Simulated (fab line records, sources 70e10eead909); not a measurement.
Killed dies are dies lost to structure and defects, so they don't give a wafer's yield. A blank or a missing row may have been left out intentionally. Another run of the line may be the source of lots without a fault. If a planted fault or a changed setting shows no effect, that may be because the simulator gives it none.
8D (eight disciplines) problem report, filled in by code + flow nand harc + the parts of the form that need people (team, actions taken, sign-off) are left out

1. PROBLEM STATEMENT
killed at other at NHARC_END_SORT_01 reads a mean of 614.5 on 2 wafers of 2 lots; wafers without a fault read 0.8 with a standard deviation of 1.2. So: +99 or more standard deviations from the usual mean.
Earliest sighting: wafer L585.1 on prober-02 at day 30 13:58. The record has a number at this step for 6 wafers belonging to 2 lots. Rule for "out" (also "out of limits"): further than 4 standard deviations from the usual mean. All remaining wafers that have a number are taken as sound.

2. WHAT IT IS AND WHAT IT IS NOT
| question                    | is                                                 | is not                                                                  |
|-----------------------------|----------------------------------------------------|-------------------------------------------------------------------------|
| which readings at this step | killed at other, defect limited yield, killed dies | killed at array, killed at periphery, killed open, killed short         |
| which lots                  | L584, L585                                         | -                                                                       |
| which wafers of those lots  | L584.5, L585.1                                     | L584.1, L584.4, L585.4, L585.6                                          |
| read on which gauges        | prober-01, prober-02                               | -                                                                       |
| when                        | from day 30 13:58                                  | up to then (1 sound wafer); but 3 sound wafers of L584, L585 came after |

3. THE SUSPECTS, EACH WITH WHAT RULES IT OUT
Counting: a tool at a process step up to the reading stays a suspect if it ran every lot that is out. Sound lots after the first of them don't rule it out here, since some wafers of a struck lot are sound.
- the gauge at NHARC_END_SORT_01: ruled out. The wafers that are out were read on 2 gauges (prober-01, prober-02).
- rie diel-03 at NHARC_THIN_TSV_DESCUM_14 (chemistry O2, time 3 s): kept. It ran every lot that is out, first L585 (day 29 22:27).
- plasma asher-02 at NHARC_THIN_TSV_STRIP_62 (strips in N2/H2, time 20 s): kept. It ran every lot that is out, first L585 (day 30 00:59).
- ecd cu-02 at NHARC_THIN_TSV_ECD_20 (material Cu, target thk 2000 nm): kept. It ran every lot that is out, first L585 (day 30 01:37).
The count leaves rie diel-03 at NHARC_THIN_TSV_DESCUM_14, plasma asher-02 at NHARC_THIN_TSV_STRIP_62, and ecd cu-02 at NHARC_THIN_TSV_ECD_20.

4. THE CAUSE (what the simulator had put in)
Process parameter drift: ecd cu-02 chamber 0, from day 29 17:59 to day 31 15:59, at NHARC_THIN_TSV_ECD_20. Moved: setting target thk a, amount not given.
3 suspects survive the count, and this tool is in that group.

5. SEQUENCE OF EFFECTS, ordered by route
Rows list readings where the struck wafers' mean (over those with a number) sits beyond 3 standard deviations from the usual. Only readings whose record carries a usual standard deviation are examined. hours: median over the lots of the time between each lot's start at the first step of this table that gives one and its start at this step. sigmas: the change, counted in usual standard deviations.
| hours | step              | reading              | usual  | on struck wafers | change | sigmas      |
|-------|-------------------|----------------------|--------|------------------|--------|-------------|
| 0     | NHARC_END_SORT_01 | defect limited yield | 90.6 % | 0.0              | -90.6  | -31         |
| 0     | NHARC_END_SORT_01 | killed at other      | 0.8    | 614.5            | +613.7 | +99 or more |
| 0     | NHARC_END_SORT_01 | killed dies          | 63     | 677              | +614   | +31         |

6. HOW IT WOULD HAVE BEEN CAUGHT EARLIER
In this record the first reading out of limits at a measuring or inspecting step was taken at day 30 13:58, 20 hours after the fault began at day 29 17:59.
By day 30 13:58 the whole set of lots that are out, 2 in number, had already begun NHARC_THIN_TSV_ECD_20 on ecd cu-02. Tool hold at that time: it would have spared none of them.
